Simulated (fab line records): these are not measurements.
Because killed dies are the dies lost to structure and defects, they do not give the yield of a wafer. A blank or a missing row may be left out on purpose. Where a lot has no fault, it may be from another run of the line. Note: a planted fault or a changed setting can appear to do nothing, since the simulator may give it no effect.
Matching of chambers / flow n5Finfet / pecvd-04 running N5_BEOL_M5_PECVD_70: 3 sister chambers
The step deposits SiO2 from TEOS/O2, target thk 16 nm, time 18 s. 27 wafers are shown with their chamber, then 12 later ones without.

WAFERS, EACH WITH ITS CHAMBER
wafer=L075.2; chamber=1; throttleValvePct (%)=20.8; showerheadPlenumPTorr (Torr)=8.78; heaterPowerW (W)=706
wafer=L075.4; chamber=2; throttleValvePct (%)=20.7; showerheadPlenumPTorr (Torr)=8.74; heaterPowerW (W)=791
wafer=L075.6; chamber=0; throttleValvePct (%)=25.9; showerheadPlenumPTorr (Torr)=8.72; heaterPowerW (W)=649
wafer=L074.3; chamber=0; throttleValvePct (%)=25.6; showerheadPlenumPTorr (Torr)=8.74; heaterPowerW (W)=706
wafer=L074.5; chamber=0; throttleValvePct (%)=25.4; showerheadPlenumPTorr (Torr)=8.71; heaterPowerW (W)=703
wafer=L074.6; chamber=1; throttleValvePct (%)=20.8; showerheadPlenumPTorr (Torr)=8.78; heaterPowerW (W)=659
wafer=L077.1; chamber=2; throttleValvePct (%)=21.0; showerheadPlenumPTorr (Torr)=8.76; heaterPowerW (W)=679
wafer=L077.4; chamber=0; throttleValvePct (%)=25.8; showerheadPlenumPTorr (Torr)=8.72; heaterPowerW (W)=612
wafer=L077.6; chamber=2; throttleValvePct (%)=20.9; showerheadPlenumPTorr (Torr)=8.72; heaterPowerW (W)=682
wafer=L082.3; chamber=2; throttleValvePct (%)=21.1; showerheadPlenumPTorr (Torr)=8.76; heaterPowerW (W)=683
wafer=L082.4; chamber=1; throttleValvePct (%)=21.3; showerheadPlenumPTorr (Torr)=8.80; heaterPowerW (W)=579
wafer=L082.6; chamber=2; throttleValvePct (%)=21.2; showerheadPlenumPTorr (Torr)=8.74; heaterPowerW (W)=685
wafer=L084.2; chamber=2; throttleValvePct (%)=21.1; showerheadPlenumPTorr (Torr)=8.77; heaterPowerW (W)=792
wafer=L084.3; chamber=1; throttleValvePct (%)=21.1; showerheadPlenumPTorr (Torr)=8.81; heaterPowerW (W)=573
wafer=L084.4; chamber=2; throttleValvePct (%)=20.9; showerheadPlenumPTorr (Torr)=8.75; heaterPowerW (W)=795
wafer=L086.2; chamber=2; throttleValvePct (%)=20.8; showerheadPlenumPTorr (Torr)=8.75; heaterPowerW (W)=795
wafer=L086.3; chamber=0; throttleValvePct (%)=25.8; showerheadPlenumPTorr (Torr)=8.73; heaterPowerW (W)=701
wafer=L086.5; chamber=0; throttleValvePct (%)=25.6; showerheadPlenumPTorr (Torr)=8.72; heaterPowerW (W)=705
wafer=L087.1; chamber=0; throttleValvePct (%)=25.8; showerheadPlenumPTorr (Torr)=8.72; heaterPowerW (W)=750
wafer=L087.4; chamber=0; throttleValvePct (%)=25.7; showerheadPlenumPTorr (Torr)=8.73; heaterPowerW (W)=735
wafer=L087.5; chamber=1; throttleValvePct (%)=21.2; showerheadPlenumPTorr (Torr)=8.82; heaterPowerW (W)=687
wafer=L085.1; chamber=0; throttleValvePct (%)=25.6; showerheadPlenumPTorr (Torr)=8.70; heaterPowerW (W)=720
wafer=L085.2; chamber=2; throttleValvePct (%)=21.2; showerheadPlenumPTorr (Torr)=8.75; heaterPowerW (W)=765
wafer=L085.5; chamber=2; throttleValvePct (%)=21.0; showerheadPlenumPTorr (Torr)=8.76; heaterPowerW (W)=777
wafer=L089.1; chamber=2; throttleValvePct (%)=20.9; showerheadPlenumPTorr (Torr)=8.75; heaterPowerW (W)=657
wafer=L089.5; chamber=0; throttleValvePct (%)=25.7; showerheadPlenumPTorr (Torr)=8.71; heaterPowerW (W)=744
wafer=L089.6; chamber=2; throttleValvePct (%)=21.1; showerheadPlenumPTorr (Torr)=8.77; heaterPowerW (W)=671

SIGNATURES (means of the wafers above)
reading=throttleValvePct; chamber 0=25.690; chamber 1=21.040; chamber 2=20.992; scatter within a chamber=0.167
reading=showerheadPlenumPTorr; chamber 0=8.7200; chamber 1=8.7980; chamber 2=8.7517; scatter within a chamber=0.0139
reading=heaterPowerW; chamber 0=702.50; chamber 1=640.80; chamber 2=731.00; scatter within a chamber=53.6
Rule: distance of a wafer from a chamber = root of the sum over the readings of ((wafer's reading minus chamber's mean) / reading's scatter) squared. If the next closest chamber is less than 2 further off than the closest, the wafer can't be placed; otherwise it belongs to the closest. The scatter is the square root of a quotient: the sum, over the shown wafers, of each reading's squared deviation from its chamber's mean, divided by wafers minus chambers.

WAFERS WITHOUT THEIR CHAMBER
wafer=L090.3; throttleValvePct (%)=21.0; showerheadPlenumPTorr (Torr)=8.79; heaterPowerW (W)=689
wafer=L090.4; throttleValvePct (%)=25.8; showerheadPlenumPTorr (Torr)=8.71; heaterPowerW (W)=740
wafer=L090.6; throttleValvePct (%)=21.2; showerheadPlenumPTorr (Torr)=8.81; heaterPowerW (W)=695
wafer=L091.1; throttleValvePct (%)=21.3; showerheadPlenumPTorr (Torr)=8.81; heaterPowerW (W)=692
wafer=L091.5; throttleValvePct (%)=21.3; showerheadPlenumPTorr (Torr)=8.74; heaterPowerW (W)=769
wafer=L091.6; throttleValvePct (%)=21.0; showerheadPlenumPTorr (Torr)=8.79; heaterPowerW (W)=692
wafer=L096.1; throttleValvePct (%)=21.2; showerheadPlenumPTorr (Torr)=8.77; heaterPowerW (W)=709
wafer=L096.4; throttleValvePct (%)=21.4; showerheadPlenumPTorr (Torr)=8.83; heaterPowerW (W)=574
wafer=L096.5; throttleValvePct (%)=21.5; showerheadPlenumPTorr (Torr)=8.77; heaterPowerW (W)=695
wafer=L097.1; throttleValvePct (%)=20.9; showerheadPlenumPTorr (Torr)=8.75; heaterPowerW (W)=647
wafer=L097.5; throttleValvePct (%)=25.7; showerheadPlenumPTorr (Torr)=8.75; heaterPowerW (W)=608
wafer=L097.6; throttleValvePct (%)=21.2; showerheadPlenumPTorr (Torr)=8.79; heaterPowerW (W)=681

WHICH CHAMBER EACH ONE RAN IN
wafer=L090.3; from the rows above=can't be placed: 1 or 2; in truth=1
wafer=L090.4; from the rows above=0; in truth=0
wafer=L090.6; from the rows above=1; in truth=1
wafer=L091.1; from the rows above=1; in truth=1
wafer=L091.5; from the rows above=2; in truth=2
wafer=L091.6; from the rows above=can't be placed: 1 or 2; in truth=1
wafer=L096.1; from the rows above=can't be placed: 2 or 1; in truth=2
wafer=L096.4; from the rows above=1; in truth=1
wafer=L096.5; from the rows above=can't be placed: 2 or 1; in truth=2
wafer=L097.1; from the rows above=can't be placed: 2 or 1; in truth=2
wafer=L097.5; from the rows above=0; in truth=0
wafer=L097.6; from the rows above=can't be placed: 1 or 2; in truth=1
Correct placement for 6 of the 12. From these rows, 6 cannot be placed; in 6 the true chamber is one of the candidates. Placed wrongly: 0.
